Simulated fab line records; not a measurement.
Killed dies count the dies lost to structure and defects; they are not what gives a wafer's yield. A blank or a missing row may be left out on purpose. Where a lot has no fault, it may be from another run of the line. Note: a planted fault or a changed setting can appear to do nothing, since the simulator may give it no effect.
fab line records	flow n5_finfet
record: lots: 24	wafers: 72	last_day: 18
route steps=1938 shown MOL_CONTACT_COAG@561 BEOL_M0_SAQP@638
lots that met no fault: taken from a fault-free run of the same line
start_h: the number of hours between the record's first day and the start of the first shown wafer of the lot	wait_h: hours from the lot's prior step to this one	" repeats the value in the row above	L1.1+2: a single row standing in for several wafers	- value missing, or start not given	* or withheld: withheld	< > ~ a bound
route shown NAME@n: names a module that has steps shown in the file, with the first one's number in the route	usual: mean and standard deviation over wafers with no fault	same: alike in all rows	chamber/n: place in a boat	sites: readings site by site	_std_site: the standard deviation of these	_edge_site: inner sites' mean taken away from outer sites' mean	radius_mm: how far each site lies from the wafer's centre	mask NAME#n: copy n	behind: the tool/chamber that last shaped the wafer	hold: why the lot went on hold/how many hours it stayed there/how the hold came to an end	device: names the non-switching transistor (n, p or np)	end of line: the tests these same wafers got at the end of their route	a step given without rows: its recipe and nothing more	killed: not the wafer's yield, but the dies lost to structure and defects at the first sort	map: shows each die of a wafer: x if killed, . if not, _ if none is there
set.NAME: the setting that was run; set.NAME@STEP: the one run at that earlier step	model.NAME: the simulator's own value behind a step, which no gauge read
one table for each step of the route and one row for each wafer, over a sample of lots
services: a tool's chamber out of use, with start hour (start_h, from the record's first day; less than 0 if before it), hours out, and reason
== steps ==
step: N5_MOL_CONTACT_COAG_THK_MEAS_29
recipe: reads: SiNx_of_GATE_CUT_PECVD_57+SiNx_of_GATE_CUT_SAC_CAP_01
usual: MD_CAP_THK: 17.90/0.089
lot.wafer	tool	chamber	start_h	wait_h	MD_CAP_THK[nm]
L076.1	film_metro-01	-	114.98	-	18.00
L076.3	"	-	"	"	17.95
L076.6	"	-	"	"	17.86
L075.2	film_metro-02	-	116.39	-	18.04
L075.4	"	-	"	"	17.90
L075.6	"	-	"	"	17.79
L077.1	film_metro-02	-	122.45	-	17.95
L077.3	"	-	"	"	17.92
L077.6	"	-	"	"	17.89
L078.3	film_metro-01	-	127.27	-	17.93
L078.4	"	-	"	"	17.90
L078.5	"	-	"	"	18.09
L074.1	film_metro-01	-	129.37	-	17.83
L074.5	"	-	"	"	17.76
L074.6	"	-	"	"	17.81
L079.3	film_metro-01	-	129.69	-	17.91
L079.4	"	-	"	"	17.97
L079.6	"	-	"	"	17.84
L080.1	film_metro-02	-	133.29	-	17.91
L080.3	"	-	"	"	17.95
L080.6	"	-	"	"	17.78
L081.2	film_metro-01	-	136.02	-	17.92
L081.3	"	-	"	"	18.02
L081.5	"	-	"	"	17.93
L082.1	film_metro-02	-	145.36	-	17.93
L082.2	"	-	"	"	17.99
L082.4	"	-	"	"	17.95
L083.1	film_metro-02	-	153.08	-	17.73
L083.2	"	-	"	"	17.91
L083.4	"	-	"	"	17.87
L084.1	film_metro-02	-	160.02	-	17.79
L084.2	"	-	"	"	17.81
L084.6	"	-	"	"	17.79
L085.2	film_metro-01	-	165.07	-	17.94
L085.3	"	-	"	"	17.99
L085.6	"	-	"	"	17.82
L086.1	film_metro-01	-	176.02	-	17.88
L086.3	"	-	"	"	17.92
L086.6	"	-	"	"	17.97
L087.1	film_metro-01	-	183.32	-	17.91
L087.3	"	-	"	"	17.73
L087.6	"	-	"	"	17.81
L088.2	film_metro-01	-	184.80	-	17.81
L088.3	"	-	"	"	17.92
L088.5	"	-	"	"	18.03
L090.1	film_metro-02	-	189.52	-	17.93
L090.4	"	-	"	"	18.04
L090.5	"	-	"	"	18.08
L089.2	film_metro-01	-	194.67	-	17.80
L089.3	"	-	"	"	17.88
L089.4	"	-	"	"	18.12
L091.3	film_metro-01	-	204.03	-	17.99
L091.5	"	-	"	"	17.91
L091.6	"	-	"	"	17.89
L092.3	film_metro-01	-	205.17	-	17.92
L092.4	"	-	"	"	17.91
L092.6	"	-	"	"	17.83
L093.1	film_metro-02	-	209.84	-	17.86
L093.2	"	-	"	"	17.93
L093.4	"	-	"	"	17.94
L094.1	film_metro-02	-	218.47	-	17.86
L094.2	"	-	"	"	17.93
L094.5	"	-	"	"	17.97
L095.2	film_metro-02	-	226.20	-	17.87
L095.3	"	-	"	"	18.04
L095.4	"	-	"	"	17.89
L096.2	film_metro-02	-	234.34	-	17.80
L096.3	"	-	"	"	17.77
L096.4	"	-	"	"	17.77
L097.2	film_metro-02	-	242.12	-	17.98
L097.4	"	-	"	"	17.82
L097.5	"	-	"	"	17.77
step: N5_MOL_CONTACT_COAG_INSPECT_57
recipe: mode: adi	inspect_instrument: brightfield
usual: raw_defect_count: 197/56
lot.wafer	tool	chamber	start_h	wait_h	raw_defect_count
L076.1	defect_inspect-02	-	117.07	0.1	192
L076.3	"	-	"	"	283
L076.6	"	-	"	"	282
L075.2	defect_inspect-01	-	117.43	0.0	140
L075.4	"	-	"	"	150
L075.6	"	-	"	"	95
L077.1	defect_inspect-01	-	124.13	0.1	200
L077.3	"	-	"	"	140
L077.6	"	-	"	"	131
L078.3	defect_inspect-02	-	128.24	0.0	143
L078.4	"	-	"	"	240
L078.5	"	-	"	"	128
L074.1	defect_inspect-01	-	130.34	0.1	133
L074.5	"	-	"	"	179
L074.6	"	-	"	"	247
L079.3	defect_inspect-01	-	130.82	0.0	168
L079.4	"	-	"	"	132
L079.6	"	-	"	"	144
L080.1	defect_inspect-02	-	134.25	0.1	256
L080.3	"	-	"	"	327
L080.6	"	-	"	"	225
L081.2	defect_inspect-01	-	137.17	0.0	140
L081.3	"	-	"	"	119
L081.5	"	-	"	"	133
L082.1	defect_inspect-01	-	146.45	0.1	172
L082.2	"	-	"	"	177
L082.4	"	-	"	"	209
L083.1	defect_inspect-01	-	154.07	0.1	151
L083.2	"	-	"	"	184
L083.4	"	-	"	"	172
L084.1	defect_inspect-01	-	160.99	0.1	314
L084.2	"	-	"	"	299
L084.6	"	-	"	"	221
L085.2	defect_inspect-01	-	166.05	0.0	220
L085.3	"	-	"	"	197
L085.6	"	-	"	"	146
L086.1	defect_inspect-02	-	177.11	0.1	168
L086.3	"	-	"	"	201
L086.6	"	-	"	"	164
L087.1	defect_inspect-02	-	184.29	0.1	241
L087.3	"	-	"	"	157
L087.6	"	-	"	"	256
L088.2	defect_inspect-01	-	185.89	0.0	153
L088.3	"	-	"	"	191
L088.5	"	-	"	"	150
L090.1	defect_inspect-02	-	193.34	0.1	187
L090.4	"	-	"	"	282
L090.5	"	-	"	"	215
L089.2	defect_inspect-02	-	195.72	0.0	103
L089.3	"	-	"	"	137
L089.4	"	-	"	"	132
L091.3	defect_inspect-02	-	206.02	0.0	262
L091.5	"	-	"	"	351
L091.6	"	-	"	"	239
L092.3	defect_inspect-01	-	206.52	0.0	161
L092.4	"	-	"	"	134
L092.6	"	-	"	"	155
L093.1	defect_inspect-01	-	211.18	0.1	214
L093.2	"	-	"	"	230
L093.4	"	-	"	"	169
L094.1	defect_inspect-02	-	219.56	0.1	156
L094.2	"	-	"	"	138
L094.5	"	-	"	"	135
L095.2	defect_inspect-01	-	228.47	0.0	212
L095.3	"	-	"	"	312
L095.4	"	-	"	"	193
L096.2	defect_inspect-02	-	236.66	0.0	195
L096.3	"	-	"	"	187
L096.4	"	-	"	"	220
L097.2	defect_inspect-02	-	243.08	0.0	262
L097.4	"	-	"	"	193
L097.5	"	-	"	"	159
step: N5_MOL_CONTACT_COAG_DESCUM_88
recipe: chemistry: O2	time_s: 7	source_power_w: 50	bias_power_w: 20	pressure_mtorr: 20	rf_frequency_hz: 2.712e+07	temp_c: 40	resist: CAR-EUV	o2_flow_sccm: 225
usual: drypump_motor_current_A: 5.5/0.52	oes_product_au: 0.79/0.066	rf_vpp_V: 243.6/1.3	showerhead_plenum_p_Torr: 2.13/0.067	throttle_valve_pct: 20.54/0.22
same: time_s: 7
lot.wafer	tool	chamber	start_h	wait_h	drypump_motor_current_A	oes_product_au	rf_hours_counter_h	rf_vpp_V	showerhead_plenum_p_Torr	throttle_valve_pct
L076.1	rie_diel-05	1	117.12	0.0	5.7	0.88	53	242.1	2.04	20.40
L076.3	"	2	"	"	5.6	0.92	27	244.1	2.23	20.34
L076.6	"	2	"	"	5.6	0.93	-	245.5	2.22	20.36
L075.2	rie_diel-01	0	117.46	0.0	6.4	0.83	78	244.8	2.11	20.13
L075.4	"	1	"	"	5.2	0.90	26	244.0	2.15	20.45
L075.6	"	2	"	"	4.9	0.74	-	245.0	2.20	20.76
L077.1	rie_diel-05	1	124.16	0.0	5.7	0.87	54	243.3	2.04	20.41
L077.3	"	2	"	"	5.6	0.93	29	244.8	2.22	20.34
L077.6	"	0	"	"	6.2	0.86	-	242.7	2.05	20.77
L078.3	rie_diel-01	2	128.27	0.0	5.0	0.73	162	244.5	2.20	20.76
L078.4	"	1	"	"	5.2	0.89	31	241.7	2.15	20.47
L078.5	"	2	"	"	4.9	0.73	-	243.8	2.20	20.75
L074.1	rie_diel-05	3	130.67	0.3	4.6	0.88	45	244.8	2.22	20.53
L074.5	"	2	"	"	5.6	0.91	-	244.8	2.22	20.34
L074.6	"	3	"	"	4.6	0.87	-	246.7	2.22	20.51
L079.3	rie_diel-03	2	130.89	0.1	5.3	0.78	99	242.9	2.13	20.87
L079.4	"	2	"	"	5.3	0.79	-	243.6	2.12	20.87
L079.6	"	3	"	"	6.3	0.70	-	240.9	2.00	20.79
L080.1	rie_diel-01	3	134.44	0.2	5.3	0.73	173	244.3	2.16	20.28
L080.3	"	0	"	"	6.4	0.83	86	243.6	2.11	20.14
L080.6	"	3	"	"	5.3	0.73	-	244.1	2.16	20.29
L081.2	rie_diel-03	3	137.44	0.3	6.4	0.70	221	241.8	2.00	20.78
L081.3	"	2	"	"	5.3	0.78	102	243.3	2.12	20.87
L081.5	"	3	"	"	6.4	0.70	-	241.1	2.00	20.79
L082.1	rie_diel-03	3	146.63	0.2	6.3	0.69	225	240.6	2.00	20.80
L082.2	"	0	"	"	5.7	0.76	132	242.8	2.18	20.41
L082.4	"	0	"	"	5.7	0.76	-	244.2	2.18	20.42
L083.1	rie_diel-05	1	154.10	0.0	5.7	0.85	64	242.3	2.04	20.42
L083.2	"	2	"	"	5.6	0.91	39	244.5	2.22	20.35
L083.4	"	3	"	"	4.6	0.85	-	246.8	2.22	20.52
L084.1	rie_diel-01	3	161.37	0.4	5.3	0.72	181	244.1	2.16	20.30
L084.2	"	2	"	"	5.0	0.73	172	245.2	2.19	20.78
L084.6	"	3	"	"	5.3	0.72	-	245.3	2.16	20.31
L085.2	rie_diel-03	1	166.08	0.0	5.2	0.82	109	242.4	2.12	20.51
L085.3	"	0	"	"	5.7	0.75	139	245.4	2.18	20.42
L085.6	"	0	"	"	5.7	0.75	-	244.4	2.18	20.44
L086.1	rie_diel-01	3	177.15	0.0	5.3	0.71	187	243.8	2.15	20.32
L086.3	"	0	"	"	6.4	0.81	98	244.8	2.10	20.17
L086.6	"	1	"	"	5.3	0.86	-	244.4	2.14	20.51
L087.1	rie_diel-03	0	184.32	0.0	5.7	0.74	145	243.7	2.18	20.44
L087.3	"	3	"	"	6.3	0.69	238	241.6	1.99	20.81
L087.6	"	2	"	"	5.3	0.76	-	242.3	2.12	20.90
L088.2	rie_diel-03	3	186.08	0.2	6.3	0.68	239	240.4	1.99	20.81
L088.3	"	2	"	"	5.3	0.77	122	242.9	2.12	20.90
L088.5	"	2	"	"	5.3	0.76	-	243.4	2.12	20.90
L090.1	rie_diel-05	2	193.42	0.1	5.6	0.86	55	244.4	2.21	20.38
L090.4	"	1	"	"	5.7	0.84	76	242.5	2.04	20.44
L090.5	"	3	"	"	4.6	0.83	-	244.2	2.21	20.54
L089.2	rie_diel-01	3	195.75	0.0	5.4	0.71	194	242.8	2.15	20.31
L089.3	"	2	"	"	5.0	0.72	185	244.4	2.19	20.78
L089.4	"	0	"	"	6.4	0.80	105	244.0	2.10	20.18
L091.3	rie_diel-03	0	206.12	0.1	5.7	0.74	153	244.2	2.17	20.46
L091.5	"	3	"	"	6.4	0.67	-	241.4	1.99	20.84
L091.6	"	2	"	"	5.3	0.75	-	244.7	2.11	20.92
L092.3	rie_diel-01	2	206.55	0.0	4.9	0.71	189	243.0	2.19	20.81
L092.4	"	3	"	"	5.3	0.71	198	243.7	2.15	20.32
L092.6	"	0	"	"	6.4	0.79	-	242.5	2.10	20.18
L093.1	rie_diel-03	3	211.29	0.1	6.3	0.68	248	241.4	1.99	20.82
L093.2	"	0	"	"	5.6	0.74	154	243.3	2.17	20.45
L093.4	"	1	"	"	5.2	0.79	126	242.0	2.11	20.53
L094.1	rie_diel-01	1	219.59	0.0	5.2	0.85	64	244.1	2.14	20.53
L094.2	"	0	"	"	6.4	0.79	113	244.6	2.10	20.19
L094.5	"	1	"	"	5.2	0.84	-	244.3	2.14	20.54
L095.2	rie_diel-05	1	228.50	0.0	5.7	0.84	87	242.1	2.03	20.44
L095.3	"	2	"	"	5.6	0.86	65	245.1	2.21	20.40
L095.4	"	0	"	"	6.2	0.82	92	241.8	2.04	20.79
L096.2	rie_diel-01	0	236.70	0.0	6.3	0.80	116	243.8	2.10	20.19
L096.3	"	2	"	"	4.9	0.70	201	244.9	2.18	20.81
L096.4	"	3	"	"	5.3	0.70	209	245.0	2.15	20.35
L097.2	rie_diel-05	0	243.12	0.0	6.2	0.81	97	241.5	2.04	20.79
L097.4	"	3	"	"	4.6	0.81	85	243.6	2.21	20.57
L097.5	"	2	"	"	5.6	0.85	-	244.1	2.21	20.41
step: N5_MOL_CONTACT_COAG_CD_MEAS_40
recipe: target_cd_nm: 25.1	landing_energy_ev: 500	detector: se_inlens	polarity: opening
usual: cd_nm: 25.00/0.23
lot.wafer	tool	chamber	start_h	wait_h	cd_nm
L076.1	cd_sem-02	0	118.88	-	25.26
L076.3	"	0	"	"	25.19
L076.6	"	0	"	"	25.00
L075.2	cd_sem-02	0	119.06	-	24.83
L075.4	"	0	"	"	24.89
L075.6	"	0	"	"	24.62
L077.1	cd_sem-02	0	125.52	-	25.31
L077.3	"	0	"	"	24.75
L077.6	"	0	"	"	25.10
L078.3	cd_sem-02	0	129.65	-	25.30
L078.4	"	0	"	"	25.25
L078.5	"	0	"	"	24.91
L074.1	cd_sem-03	0	131.80	-	24.71
L074.5	"	0	"	"	25.02
L074.6	"	0	"	"	24.70
L079.3	cd_sem-01	0	132.03	-	25.15
L079.4	"	0	"	"	24.90
L079.6	"	0	"	"	24.82
L080.1	cd_sem-02	0	135.87	-	25.35
L080.3	"	0	"	"	24.77
L080.6	"	0	"	"	24.97
L081.2	cd_sem-01	0	138.57	-	24.70
L081.3	"	0	"	"	25.11
L081.5	"	0	"	"	25.00
L082.1	cd_sem-01	0	147.89	-	25.04
L082.2	"	0	"	"	24.95
L082.4	"	0	"	"	24.86
L083.1	cd_sem-03	0	155.49	-	24.71
L083.2	"	0	"	"	25.28
L083.4	"	0	"	"	25.21
L084.1	cd_sem-02	0	162.73	-	24.66
L084.2	"	0	"	"	24.79
L084.6	"	0	"	"	24.62
L085.2	cd_sem-01	0	167.54	-	24.75
L085.3	"	0	"	"	25.04
L085.6	"	0	"	"	24.75
L086.1	cd_sem-02	0	179.07	-	25.26
L086.3	"	0	"	"	24.98
L086.6	"	0	"	"	24.97
L087.1	cd_sem-03	0	185.44	-	25.13
L087.3	"	0	"	"	25.18
L087.6	"	0	"	"	25.04
L088.2	cd_sem-01	0	187.71	-	25.13
L088.3	"	0	"	"	24.85
L088.5	"	0	"	"	24.98
L090.1	cd_sem-01	0	194.67	-	24.81
L090.4	"	0	"	"	24.91
L090.5	"	0	"	"	25.27
L089.2	cd_sem-01	0	197.00	-	24.85
L089.3	"	0	"	"	25.07
L089.4	"	0	"	"	25.16
L091.3	cd_sem-02	0	207.37	-	25.03
L091.5	"	0	"	"	24.91
L091.6	"	0	"	"	25.19
L092.3	cd_sem-03	0	207.97	-	25.35
L092.4	"	0	"	"	25.07
L092.6	"	0	"	"	25.17
L093.1	cd_sem-01	0	212.43	-	24.74
L093.2	"	0	"	"	24.89
L093.4	"	0	"	"	24.83
L094.1	cd_sem-01	0	220.97	-	25.05
L094.2	"	0	"	"	25.06
L094.5	"	0	"	"	25.72
L095.2	cd_sem-03	0	229.75	-	24.59
L095.3	"	0	"	"	24.57
L095.4	"	0	"	"	25.04
L096.2	cd_sem-01	0	237.93	-	24.95
L096.3	"	0	"	"	24.85
L096.4	"	0	"	"	25.10
L097.2	cd_sem-02	0	244.39	-	25.28
L097.4	"	0	"	"	25.02
L097.5	"	0	"	"	24.93
step: N5_MOL_CONTACT_COAG_ETCH_66
recipe: chemistry: CF4	target: SiARC	target_depth_a: 130	mask_material: CAR-EUV	time_s: 21.7	ion_energy_ev: 80	pressure_mtorr: 40	source_w: 545	bias_w: 36	Ar_flow_sccm: 100	cf4_flow_sccm: 100	ends: cleared
usual: drypump_motor_current_A: 5.6/0.5	etch_rf_on_time_s: 21.7/0.56	oes_product_au: 0.67/0.048	rf_vpp_V: 184.3/1.1	showerhead_plenum_p_Torr: 2.16/0.07	throttle_valve_pct: 15.71/0.19
lot.wafer	tool	chamber	start_h	wait_h	drypump_motor_current_A	etch_rf_on_time_s	oes_product_au	rf_hours_counter_h	rf_vpp_V	showerhead_plenum_p_Torr	throttle_valve_pct
L076.1	rie_diel-03	3	119.14	0.0	6.3	21.4	0.61	213	183.6	2.06	15.96
L076.3	"	0	"	"	5.6	21.3	0.67	119	184.6	2.23	15.57
L076.6	"	3	"	"	6.3	21.1	0.61	-	182.7	2.06	15.98
L075.2	rie_diel-01	3	119.25	0.0	5.3	21.6	0.62	167	185.9	2.23	15.67
L075.4	"	1	"	"	5.2	21.6	0.76	27	183.0	2.17	15.39
L075.6	"	1	"	"	5.2	21.5	0.77	-	184.9	2.17	15.40
L077.1	rie_diel-03	3	125.93	0.0	6.3	21.3	0.61	215	182.2	2.05	15.98
L077.3	"	0	"	"	5.7	21.1	0.66	122	185.0	2.23	15.55
L077.6	"	2	"	"	5.3	22.3	0.66	-	184.0	2.17	15.89
L078.3	rie_diel-01	0	129.97	0.0	6.3	22.0	0.70	83	184.4	2.16	15.40
L078.4	"	2	"	"	4.9	21.5	0.64	162	186.4	2.22	15.87
L078.5	"	2	"	"	4.9	21.5	0.64	-	185.4	2.22	15.86
L074.1	rie_diel-03	0	131.99	0.0	5.7	21.7	0.66	125	184.6	2.23	15.56
L074.5	"	2	"	"	5.3	22.6	0.66	-	184.7	2.17	15.90
L074.6	"	0	"	"	5.6	21.2	0.67	-	186.7	2.23	15.57
L079.3	rie_diel-03	2	132.22	0.0	5.3	22.2	0.66	99	183.6	2.17	15.89
L079.4	"	0	"	"	5.7	21.2	0.67	-	185.3	2.23	15.58
L079.6	"	3	"	"	6.3	21.1	0.61	-	182.2	2.05	15.98
L080.1	rie_diel-03	2	136.12	0.0	5.3	22.5	0.66	101	185.1	2.17	15.88
L080.3	"	3	"	"	6.4	21.4	0.60	220	183.0	2.05	15.99
L080.6	"	2	"	"	5.3	22.3	0.66	-	184.1	2.17	15.89
L081.2	rie_diel-01	3	139.10	0.0	5.3	21.3	0.63	174	183.6	2.23	15.69
L081.3	"	0	"	"	6.4	22.0	0.69	87	183.9	2.16	15.39
L081.5	"	3	"	"	5.4	21.5	0.62	-	184.6	2.23	15.67
L082.1	rie_diel-03	2	148.44	0.0	5.3	22.1	0.66	107	185.1	2.17	15.92
L082.2	"	3	"	"	6.3	21.3	0.60	226	183.5	2.05	15.97
L082.4	"	2	"	"	5.3	22.4	0.65	-	183.4	2.17	15.92
L083.1	rie_diel-03	0	155.67	0.0	5.7	21.3	0.65	134	186.0	2.23	15.58
L083.2	"	1	"	"	5.2	21.9	0.69	104	184.9	2.15	15.57
L083.4	"	3	"	"	6.4	21.5	0.60	228	182.6	2.05	15.99
L084.1	rie_diel-01	1	163.14	0.0	5.2	21.4	0.75	43	184.3	2.17	15.44
L084.2	"	3	"	"	5.3	21.6	0.61	181	185.3	2.23	15.68
L084.6	"	1	"	"	5.2	21.5	0.74	-	186.2	2.16	15.44
L085.2	rie_diel-03	3	167.72	0.0	6.3	21.7	0.59	233	182.6	2.05	16.02
L085.3	"	0	"	"	5.7	21.5	0.65	139	184.3	2.22	15.59
L085.6	"	1	"	"	5.2	22.1	0.68	-	184.3	2.15	15.54
L086.1	rie_diel-05	2	179.24	0.0	5.6	20.4	0.76	50	186.0	2.26	15.57
L086.3	"	3	"	"	4.6	22.3	0.72	65	185.1	2.27	15.68
L086.6	"	0	"	"	6.2	22.2	0.70	-	183.0	2.08	15.73
L087.1	rie_diel-05	2	185.62	0.0	5.6	20.5	0.75	52	186.4	2.26	15.57
L087.3	"	0	"	"	6.2	22.2	0.70	79	184.8	2.08	15.73
L087.6	"	2	"	"	5.6	20.3	0.75	-	184.9	2.26	15.59
L088.2	rie_diel-05	1	187.94	0.0	5.6	21.1	0.72	75	183.2	2.07	15.48
L088.3	"	3	"	"	4.6	22.5	0.70	69	186.5	2.27	15.68
L088.5	"	0	"	"	6.2	22.2	0.70	-	183.0	2.08	15.72
L090.1	rie_diel-01	0	194.85	0.0	6.3	22.2	0.68	105	184.8	2.15	15.42
L090.4	"	2	"	"	4.9	21.5	0.63	185	185.7	2.21	15.91
L090.5	"	1	"	"	5.2	21.5	0.72	-	183.0	2.16	15.47
L089.2	rie_diel-01	1	197.27	0.0	5.2	21.7	0.72	56	184.7	2.16	15.48
L089.3	"	2	"	"	4.9	21.6	0.62	186	185.3	2.21	15.91
L089.4	"	3	"	"	5.3	21.8	0.61	195	184.5	2.22	15.73
L091.3	rie_diel-03	1	207.55	0.0	5.2	22.2	0.67	124	183.6	2.15	15.60
L091.5	"	2	"	"	5.3	22.3	0.64	-	184.8	2.16	15.96
L091.6	"	3	"	"	6.3	21.7	0.58	-	182.9	2.05	16.04
L092.3	rie_diel-03	2	208.32	0.0	5.3	22.4	0.63	129	183.9	2.16	15.95
L092.4	"	1	"	"	5.2	22.3	0.67	125	185.4	2.15	15.61
L092.6	"	2	"	"	5.3	22.3	0.64	-	185.2	2.16	15.94
L093.1	rie_diel-03	0	212.67	0.0	5.7	21.2	0.65	155	184.8	2.22	15.62
L093.2	"	2	"	"	5.3	22.4	0.64	131	183.6	2.16	15.96
L093.4	"	1	"	"	5.2	22.3	0.66	126	183.8	2.15	15.60
L094.1	rie_diel-05	1	221.15	0.0	5.6	20.9	0.71	85	183.7	2.07	15.51
L094.2	"	2	"	"	5.6	20.3	0.74	64	186.2	2.26	15.60
L094.5	"	3	"	"	4.6	22.5	0.69	-	185.5	2.26	15.74
L095.2	rie_diel-05	2	229.93	0.0	5.6	20.6	0.73	66	185.0	2.26	15.60
L095.3	"	3	"	"	4.6	22.4	0.69	81	185.2	2.26	15.73
L095.4	"	1	"	"	5.6	21.1	0.71	87	182.9	2.07	15.51
L096.2	rie_diel-05	2	238.10	0.0	5.6	20.5	0.73	68	186.0	2.26	15.61
L096.3	"	3	"	"	4.6	22.4	0.69	84	185.5	2.26	15.75
L096.4	"	1	"	"	5.7	21.0	0.71	90	181.7	2.07	15.53
L097.2	rie_diel-03	3	245.69	0.0	6.3	20.7	0.86	4	185.4	2.30	15.56
L097.4	"	0	"	"	5.7	20.8	0.64	170	183.7	2.21	15.66
L097.5	"	1	"	"	5.3	22.0	0.66	-	185.0	2.14	15.62
step: N5_BEOL_M0_SAQP_PECVD_04
recipe: material: a-Si	target_thk_a: 600	temp_c: 350	precursor: SiH4/He	pressure_torr: 3	rf_w: 100	time_s: 60.2
usual: heater_power_w: 617/92	showerhead_plenum_p_Torr: 5.69/0.042	throttle_valve_pct: 18.4/1.3
same: time_s: 60.2
lot.wafer	tool	chamber	start_h	wait_h	heater_power_w	showerhead_plenum_p_Torr	throttle_valve_pct
L076.1	pecvd-03	2	124.78	0.0	493	5.70	18.6
L076.3	"	1	"	"	739	5.67	17.8
L076.6	"	0	"	"	637	5.66	16.4
L075.2	pecvd-04	0	127.92	0.0	584	5.65	18.3
L075.4	"	1	"	"	571	5.78	21.0
L075.6	"	0	"	"	601	5.66	18.5
L077.1	pecvd-04	2	132.15	0.0	633	5.66	18.3
L077.3	"	1	"	"	573	5.77	21.3
L077.6	"	2	"	"	638	5.65	18.3
L078.3	pecvd-04	2	137.98	0.0	708	5.67	18.2
L078.4	"	1	"	"	499	5.76	21.1
L078.5	"	0	"	"	593	5.65	18.2
L074.1	pecvd-04	1	138.97	0.0	579	5.77	21.6
L074.5	"	2	"	"	746	5.65	18.1
L074.6	"	0	"	"	559	5.67	18.4
L079.3	pecvd-03	2	139.07	0.0	501	5.70	18.5
L079.4	"	0	"	"	659	5.65	16.9
L079.6	"	2	"	"	496	5.73	18.7
L080.1	pecvd-02	1	142.91	0.0	669	5.67	18.3
L080.3	"	2	"	"	514	5.69	17.3
L080.6	"	2	"	"	497	5.68	17.2
L081.2	pecvd-04	0	147.89	0.0	510	5.64	18.8
L081.3	"	1	"	"	561	5.78	21.1
L081.5	"	0	"	"	503	5.66	18.6
L082.1	pecvd-03	1	157.64	0.0	679	5.68	18.0
L082.2	"	0	"	"	616	5.65	17.0
L082.4	"	1	"	"	690	5.67	18.0
L083.1	pecvd-04	2	162.24	0.0	724	5.65	18.2
L083.2	"	1	"	"	570	5.78	21.5
L083.4	"	1	"	"	568	5.78	21.3
L084.1	pecvd-04	1	170.85	0.0	505	5.78	21.1
L084.2	"	0	"	"	570	5.65	18.3
L084.6	"	0	"	"	588	5.68	18.5
L085.2	pecvd-03	2	173.28	0.0	494	5.71	18.6
L085.3	"	0	"	"	632	5.67	17.0
L085.6	"	0	"	"	655	5.64	16.9
L086.1	pecvd-02	0	185.01	0.0	611	5.69	17.5
L086.3	"	2	"	"	546	5.67	17.4
L086.6	"	0	"	"	623	5.67	17.9
L087.1	pecvd-03	0	192.81	0.0	654	5.65	17.0
L087.3	"	1	"	"	750	5.66	18.1
L087.6	"	0	"	"	660	5.64	17.0
L088.2	pecvd-04	2	196.52	0.0	699	5.65	18.3
L088.3	"	0	"	"	535	5.67	18.3
L088.5	"	1	"	"	562	5.77	21.0
L090.1	pecvd-04	0	201.62	0.0	541	5.64	18.3
L090.4	"	0	"	"	542	5.65	18.5
L090.5	"	2	"	"	735	5.66	18.1
L089.2	pecvd-03	0	203.78	0.0	624	5.66	16.8
L089.3	"	1	"	"	750	5.68	17.8
L089.4	"	0	"	"	642	5.66	17.1
L091.3	pecvd-03	1	212.84	0.1	712	5.68	18.0
L091.5	"	0	"	"	585	5.65	16.8
L091.6	"	1	"	"	726	5.67	17.9
L092.3	pecvd-04	1	216.42	0.0	568	5.76	21.0
L092.4	"	0	"	"	506	5.66	18.5
L092.6	"	1	"	"	557	5.78	21.4
L093.1	pecvd-03	0	219.75	0.0	656	5.66	16.9
L093.2	"	1	"	"	771	5.68	17.9
L093.4	"	1	"	"	768	5.67	18.0
L094.1	pecvd-02	0	231.78	0.0	583	5.69	17.7
L094.2	"	2	"	"	465	5.68	17.2
L094.5	"	1	"	"	681	5.67	18.4
L095.2	pecvd-04	1	235.55	0.0	577	5.77	21.2
L095.3	"	0	"	"	567	5.66	18.5
L095.4	"	0	"	"	568	5.66	18.5
L096.2	pecvd-03	2	244.73	0.0	441	5.69	17.0
L096.3	"	1	"	"	753	5.68	17.9
L096.4	"	2	"	"	438	5.69	16.9
L097.2	pecvd-03	0	252.96	0.0	641	5.66	17.0
L097.4	"	1	"	"	789	5.68	18.0
L097.5	"	0	"	"	635	5.64	17.2
== services ==
tool	chamber	start_h	hours	kind
rie_diel-01	3	100.79	8.7	repair
pecvd-03	-	105.69	0.8	pm
rie_diel-01	-	135.57	0.8	repair
rie_diel-05	1	148.75	2.2	repair
rie_diel-05	0	152.80	25.5	repair
rie_diel-05	1	160.48	5.4	repair
pecvd-03	-	165.77	0.7	repair
pecvd-04	2	168.49	7.5	repair
rie_diel-01	0	168.70	6.0	repair
pecvd-03	2	202.38	-	clean
pecvd-03	2	202.38	-	consumable_replace:showerhead
pecvd-03	2	202.38	29.0	scheduled_down
pecvd-03	2	202.38	29.0	vent_cycle
rie_diel-03	3	216.77	-	clean
rie_diel-03	3	216.77	-	consumable_replace:focus_ring
rie_diel-03	3	216.77	-	consumable_replace:showerhead
rie_diel-03	3	216.77	18.6	scheduled_down
rie_diel-03	3	216.77	18.6	vent_cycle
rie_diel-01	0	228.17	6.0	repair
pecvd-02	1	238.05	21.2	repair
rie_diel-01	-	238.12	15.6	pm
== key ==
fault none
